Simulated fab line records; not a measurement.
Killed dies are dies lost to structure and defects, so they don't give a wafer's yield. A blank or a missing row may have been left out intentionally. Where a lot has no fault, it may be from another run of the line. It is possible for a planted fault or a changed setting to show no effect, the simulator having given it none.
Struck lot and sound lot, side by side -- flow nandHarc -- 14 steps out of a route of 1302
Sound: these wafers, L784.3, L784.5, L784.6. Struck: wafers L779.2, L779.3, L779.4. The cause comes at the end.
Per side, at each step with rows, come the tool, then ch with its chambers, and then its first start. Under that, the readings that differ: sound wafers -- struck wafers -- difference of the means -- sigmas: that difference in standard deviations of wafers without a fault.
alike: readings with means less than 2 such deviations apart, plus words and numbers identical on both sides. not compared: withheld readings, readings lacking a value on some wafer, bounds such as >300 that could conceal the same value, and numbers that have no deviation in the record and whose values overlap.
The two part at a step that has a row with sigmas, a row that says differs or no value, or rows on one side only. Non-overlapping numbers with no deviation appear without sigmas and do not part them. A reading that every wafer of one side lacks parts them only if that side has two wafers or more.

NHARC_A_BONDPAD_CD_MEAS_09 targets a cd of 500 nm.
  sound on cdSem-01 ch 0, day 30 15:12; struck on cdSem-02 ch 0, day 28 10:40
  alike: cdNm
NHARC_A_BONDPAD_OVL_MEAS_35:
  sound: overlay-02 at day 30 15:17; struck: overlay-02 at day 28 10:45
reading,sound,struck,difference,sigmas
overlayXNm (nm),5 4 4,-9 -9 -9,-13,-2
  alike: overlayYNm
then, 2 steps without rows for these wafers: NHARC_A_BONDPAD_HARDBAKE_10 (time 65 s); NHARC_A_BONDPAD_DESCUM_11 (chemistry O2, time 3 s).
NHARC_A_BONDPAD_ETCH_34: etches the open film in N2/H2, target depth 60 nm, overetch 18 nm, time 65.91 s.
  sound on rieDiel-05 ch 0,1, day 30 15:30; struck on rieDiel-05 ch 0,1,3, day 28 10:58
  alike: drypumpMotorCurrentA, oesProductAu, rfVppV, showerheadPlenumPTorr, throttleValvePct
  not compared: rfHoursCounterH
NHARC_A_BONDPAD_ETCH_12: etches the open film in CHF3/O2, target depth 220 nm, time 110 s.
  sound: rieDiel-05 ch 0,1,2; struck: rieDiel-05 ch 1,2,3
  alike: drypumpMotorCurrentA, oesProductAu, rfVppV, showerheadPlenumPTorr, throttleValvePct
  not compared: rfHoursCounterH
NHARC_A_BONDPAD_CD_MEAS_13:
  sound: cdSem-03 at day 30 15:44; struck: cdSem-01 at day 28 11:12
  alike: cdNm
NHARC_A_BONDPAD_STRIP_15: strips in O2.
  sound on rieDiel-05 ch 0,1,3, day 30 15:51; struck on rieDiel-07 ch 0,1,3, day 28 11:17
  alike: drypumpMotorCurrentA, oesProductAu, rfVppV, showerheadPlenumPTorr, throttleValvePct
  not compared: rfHoursCounterH
then, 2 steps without rows for these wafers: NHARC_A_BONDPAD_ETCH_24 (etches the open film in CF4/N2, target depth 30 nm, time 72.99 s); NHARC_A_BONDPAD_STRIP_16 (strips in post etch residue remover, time 600 s).
NHARC_A_BONDPAD_DEGAS_25: time 60 s.
  sound: pvdSputter-01 at day 30 16:23; struck: pvdSputter-03 at day 28 11:49
  alike: heaterPowerW
then, 1 step without rows for these wafers: NHARC_A_BONDPAD_PRE_CLEAN_26 (time 30 s).
NHARC_A_BONDPAD_PVD_17: deposits TaN, target thk 5 nm, time 8.06 s.
  sound: pvdSputter-01 at day 30 16:31; struck: pvdSputter-03 at day 28 11:56
  no value came back on the struck wafers for biasV (V), cathodeDcPowerW (W), throttleValvePct (%); on the sound wafers biasV (V) reads 167.0 168.8 169.7
NHARC_A_BONDPAD_PVD_27: deposits Cu, target thk 30 nm, time 20.49 s.
  sound on pvdSputter-01; struck on pvdSputter-03
  alike: cathodeDcPowerW, chamberPressurePa, throttleValvePct

== WHERE THEY PART ==
Earliest at NHARC_A_BONDPAD_OVL_MEAS_35; latest, in this record, at NHARC_A_BONDPAD_PVD_17. Later steps at which nothing parts them and some readings are alike: NHARC_A_BONDPAD_PVD_27.

WHY: the cause the simulator had injected
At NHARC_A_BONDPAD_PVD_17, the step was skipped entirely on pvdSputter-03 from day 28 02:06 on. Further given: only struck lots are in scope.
